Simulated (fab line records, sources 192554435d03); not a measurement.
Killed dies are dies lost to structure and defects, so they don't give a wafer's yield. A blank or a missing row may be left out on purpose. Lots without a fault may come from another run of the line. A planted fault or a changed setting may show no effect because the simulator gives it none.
Split-lot experiment | flow n5_finfet | 7 lots, 21 wafers read, on a route of 1938 steps

THE SPLIT
At N5_ZERO_LAYER_ETCH_18 (etches Si in HBr/Cl2, target depth 120 nm, time 40 s), the setting bias_w was moved away from the recipe's 75 W on 10 of the 21 wafers read, by -14.8% to +16.5%. The other wafers ran this setting at the recipe's value.

The reading is taken at the split's own step.

THE READING
etch.depth_nm (the simulator's own value, which no gauge read), in nm, at N5_ZERO_LAYER_ETCH_18 (etches Si in HBr/Cl2, target depth 120 nm, time 40 s). The file gives no usual value for it. The 11 wafers here that ran the recipe average 118.6 nm, standard deviation 1.5 nm.

wafer  | tool, chamber at the split | bias_w as run, W | against the recipe | etch.depth_nm, nm | against lot-mates on the recipe
L074.1 | rie_si-01, 0               | 86.33            | +15.1%             | 124               | +5.5
L074.3 | rie_si-01, 3               | 75               | recipe             | 118.5             | -
L074.6 | rie_si-01, 2               | 86.33            | +15.1%             | 126.9             | +8.4
L076.2 | rie_si-04, 3               | 85.86            | +14.5%             | 124.7             | +3.8
L076.3 | rie_si-04, 2               | 75               | recipe             | 120.9             | -
L076.4 | rie_si-04, 0               | 85.86            | +14.5%             | 124.5             | +3.6
L078.4 | rie_si-06, 0               | 63.93            | -14.8%             | 113.8             | -3.7
L078.5 | rie_si-06, 1               | 75               | recipe             | 116.5             | -
L078.6 | rie_si-06, 0               | 75               | recipe             | 118.4             | -
L082.2 | rie_si-06, 2               | 66.15            | -11.8%             | 115.3             | -6.6
L082.4 | rie_si-06, 1               | 66.15            | -11.8%             | 113.4             | -8.5
L082.6 | rie_si-06, 3               | 75               | recipe             | 121.9             | -
L084.2 | rie_si-04, 3               | 75               | recipe             | 118.7             | -
L084.4 | rie_si-04, 1               | 75               | recipe             | 118               | -
L084.6 | rie_si-04, 0               | 75               | recipe             | 117.5             | -
L085.3 | rie_si-06, 1               | 75               | recipe             | 117.6             | -
L085.4 | rie_si-06, 2               | 87.39            | +16.5%             | 123.4             | +5.8
L085.5 | rie_si-06, 1               | 87.39            | +16.5%             | 121.1             | +3.5
L093.1 | rie_si-06, 1               | 75               | recipe             | 117.8             | -
L093.4 | rie_si-06, 2               | 75               | recipe             | 119.3             | -
L093.6 | rie_si-06, 2               | 84.76            | +13.0%             | 123.1             | +4.5

THE FIT
A straight line over all 21 wafers: etch.depth_nm changes by +0.348 nm for each +1% of bias_w; r = +0.91; the points scatter about the line by 1.6 nm.
The same after taking each lot's own level away (the mean of its wafers on the recipe; 21 wafers): +0.379 nm for each +1%; r = +0.92; scatter 1.6 nm.
On that fit, the largest move of bias_w shifts the reading by 6.3 nm.
The lots' own levels span 117.45 to 121.90 nm, that is 3.0 times the standard deviation above.
So the lot-to-lot level changes the slope little: the two slopes agree.
Check: with one of the wafers moved furthest among these (+16.5%) left out of the fit, the line predicts +5.84 nm for it against its lot-mates. It came out at +5.8 nm against them.

THE WHOLE CHAIN: every reading that the file lists as answering this split, in the file's order
step                  | what it does                                         | reading                                                                      | change (the file's fit)               | r (the file's)
N5_ZERO_LAYER_ETCH_18 | etches Si in HBr/Cl2, target depth 120 nm, time 40 s | ZERO_LAYER.feature_depth_nm (the simulator's own value, which no gauge read) | +0.354 nm for each +1% of the setting | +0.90
N5_ZERO_LAYER_ETCH_18 | etches Si in HBr/Cl2, target depth 120 nm, time 40 s | etch.depth_nm (the simulator's own value, which no gauge read)               | +0.354 nm for each +1% of the setting | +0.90

THE FILE'S OWN FIT
etch.depth_nm changes by +0.354 nm for each +1% of bias_w, r = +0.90.
